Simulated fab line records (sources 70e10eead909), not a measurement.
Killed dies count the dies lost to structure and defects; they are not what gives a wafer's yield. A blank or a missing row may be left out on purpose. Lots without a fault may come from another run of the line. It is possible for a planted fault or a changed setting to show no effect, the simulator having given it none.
8D (eight disciplines) problem report, filled in by code -- flow nand_harc -- the parts of the form that need people (team, actions taken, sign-off) are left out

== 1. WHAT IS WRONG ==
thk_nm at NHARC_A_ONON_D1_THK_MEAS_02 reads a mean of 631 nm on 3 wafers of 2 lots; wafers without a fault read 999 nm with a standard deviation of 11. That is -33 standard deviations from the usual mean.
The step: measures by ellipsometry.
First observed at day 13 02:39: wafer L833.6, on film_metro-02. The record holds 39 wafers of 13 lots with a number at this step. The rule behind "out" and "out of limits": a value lying over 4 standard deviations away from the usual mean. Any other wafer with a number is counted as sound.

== 2. WHAT THIS IS AND IS NOT ==
question,is,is not
which readings at this step,thk_nm,-
which lots,"L833, L834","L822, L823, L825, L827, L828, L829, L830, L841, L842, L843, L844"
which wafers of those lots,"L833.6, L834.3, L834.6","L833.1, L833.5, L834.4"
read on which gauges,"film_metro-01, film_metro-02",-
when,from day 13 02:39,"up to then (23 sound wafers); but 13 sound wafers of L834, L841, L842, L843, L844 came after"

== 3. SUSPECTS, AND WHAT RULES EACH OUT ==
Counting: a tool at a process step up to the reading stays a suspect if it ran every lot that is out. Sound lots after the first of them don't rule it out here, since some wafers of a struck lot are sound.
- the gauge at NHARC_A_ONON_D1_THK_MEAS_02: ruled out. The wafers that are out were read on 2 gauges (film_metro-01, film_metro-02).
- pecvd_onon-01 at NHARC_A_ONON_D1_DEP_00 (target thk 1000 nm): kept. Ran every lot that is out, first one L833 (day 13 02:08); last sound lot up to then L830 (day 11 15:49).
After counting, what remains is pecvd_onon-01 at NHARC_A_ONON_D1_DEP_00.

== 4. THE CAUSE (what the simulator had put in) ==
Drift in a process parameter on pecvd_onon-01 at NHARC_A_ONON_D1_DEP_00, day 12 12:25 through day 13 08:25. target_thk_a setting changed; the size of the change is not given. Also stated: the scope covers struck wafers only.
Counting left only this tool.

== 5. SEQUENCE OF EFFECTS, ordered by route ==
Each row: a reading whose mean over the struck wafers that have a number lies more than 3 standard deviations from the usual. Only readings whose record carries a usual standard deviation are examined. hours: median over the lots of the time between each lot's start at the first step of this table that gives one and its start at this step. sigmas: the change, counted in usual standard deviations.
hours,step,reading,usual,on struck wafers,change,sigmas
0,NHARC_A_ONON_D1_THK_MEAS_02,thk_nm,999 nm,631,-368,-33
409,NHARC_END_SORT_01,killed_at_array,64,674,+610,+38
409,NHARC_END_SORT_01,killed_dies,69,677,+608,+36

== 6. WHAT WOULD HAVE CAUGHT IT SOONER ==
Counted from the fault's start at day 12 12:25, it took 14 hours until the first out-of-limits reading at a measuring or inspecting step in this record, taken at day 13 02:39.
Of the lots that are out (2), L834 began NHARC_A_ONON_D1_DEP_00 on pecvd_onon-01 after day 13 02:39. Had the tool been put on hold then, it would have been spared.
